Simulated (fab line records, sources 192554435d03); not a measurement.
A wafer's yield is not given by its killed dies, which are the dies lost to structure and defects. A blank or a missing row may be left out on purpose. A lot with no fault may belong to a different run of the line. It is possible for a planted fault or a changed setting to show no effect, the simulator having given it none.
Matching of chambers / flow n5 finfet / N5_GATE_CUT_STRIP_59 on rie diel-06 has 4 sister chambers
The step strips in N2/H2, time 20 s. 4 wafers are shown with their chamber, then 8 later ones without.

== EACH WAFER AND ITS CHAMBER ==
wafer=L088.1; chamber=3; drypump motor current A (A)=6.5
wafer=L088.2; chamber=0; drypump motor current A (A)=5.1
wafer=L088.5; chamber=2; drypump motor current A (A)=5.9
wafer=L089.1; chamber=1; drypump motor current A (A)=6.6

== WAFERS WITHOUT THEIR CHAMBER ==
wafer=L089.5; drypump motor current A (A)=5.2
wafer=L089.6; drypump motor current A (A)=6.6
wafer=L092.1; drypump motor current A (A)=5.1
wafer=L092.2; drypump motor current A (A)=6.6
wafer=L092.5; drypump motor current A (A)=5.2
wafer=L097.1; drypump motor current A (A)=6.5
wafer=L097.4; drypump motor current A (A)=6.5
wafer=L097.5; drypump motor current A (A)=6.6

== WHICH CHAMBER EACH ONE RAN IN ==
wafer=L089.5; from the rows above=0; in truth=0
wafer=L089.6; from the rows above=can't be placed: 1 or 3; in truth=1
wafer=L092.1; from the rows above=0; in truth=0
wafer=L092.2; from the rows above=can't be placed: 1 or 3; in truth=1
wafer=L092.5; from the rows above=0; in truth=0
wafer=L097.1; from the rows above=can't be placed: 3 or 1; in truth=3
wafer=L097.4; from the rows above=can't be placed: 3 or 1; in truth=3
wafer=L097.5; from the rows above=can't be placed: 1 or 3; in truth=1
Placed correctly: 3 of 8. From these rows, 5 cannot be placed; in 5 the true chamber is one of the candidates. Number placed wrongly: 0.
How it was worked out, from the rows above alone: a wafer's distance from a chamber is the root of the sum, over the readings, of the square of ((its reading less the chamber's mean) divided by the reading's scatter). The wafer belongs to the nearest chamber; if the next one is less than 2 further off, it can't be placed. For every chamber, the mean is computed from those of its wafers that are shown. The scatter: root of mean squared gap, hidden wafer to nearest shown wafer, with one shown wafer a chamber.
